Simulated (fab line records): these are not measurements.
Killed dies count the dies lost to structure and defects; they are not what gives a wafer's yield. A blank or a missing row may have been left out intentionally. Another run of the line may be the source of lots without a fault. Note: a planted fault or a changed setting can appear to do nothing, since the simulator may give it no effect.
Matching of chambers | flow n5-finfet | rie-diel-01 running N5_FIN_SAQP_HM_OPEN_33: 4 sister chambers
The step chemistry CH3F/O2, target SiNx, target depth 49.4 nm, time 70.6 s. 4 wafers are shown with their chamber, then 9 later ones without.

## WAFERS PAIRED WITH THEIR CHAMBERS
wafer  | chamber | drypump-motor-current-A (A)
L088.1 | 0       | 5.9
L092.5 | 1       | 6.2
L093.5 | 3       | 6.7
L093.6 | 2       | 5.6

## WAFERS MISSING THEIR CHAMBER
wafer  | drypump-motor-current-A (A)
L094.2 | 6.7
L094.3 | 5.6
L094.5 | 6.2
L095.1 | 5.6
L095.4 | 5.9
L095.6 | 6.2
L097.3 | 5.9
L097.5 | 6.1
L097.6 | 5.9

## CHAMBER TAKEN BY EACH
wafer  | from the rows above | in truth
L094.2 | 3                   | 3
L094.3 | 2                   | 2
L094.5 | 1                   | 1
L095.1 | 2                   | 2
L095.4 | 0                   | 0
L095.6 | 1                   | 1
L097.3 | 0                   | 0
L097.5 | 1                   | 1
L097.6 | 0                   | 0
Correctly placed: 9 of 9. Number that these rows cannot place: 0. Placed wrongly: 0.
How it was worked out, from the rows above alone: a wafer's distance from a chamber is the root of the sum, over the readings, of the square of ((its reading less the chamber's mean) divided by the reading's scatter). The wafer belongs to the nearest chamber; if the next one is less than 2 further off, it can't be placed. Each chamber's mean is taken over the wafers shown for it. The scatter: with one shown wafer a chamber, the root of the mean of the squares of how far each hidden wafer lies from its nearest shown one.
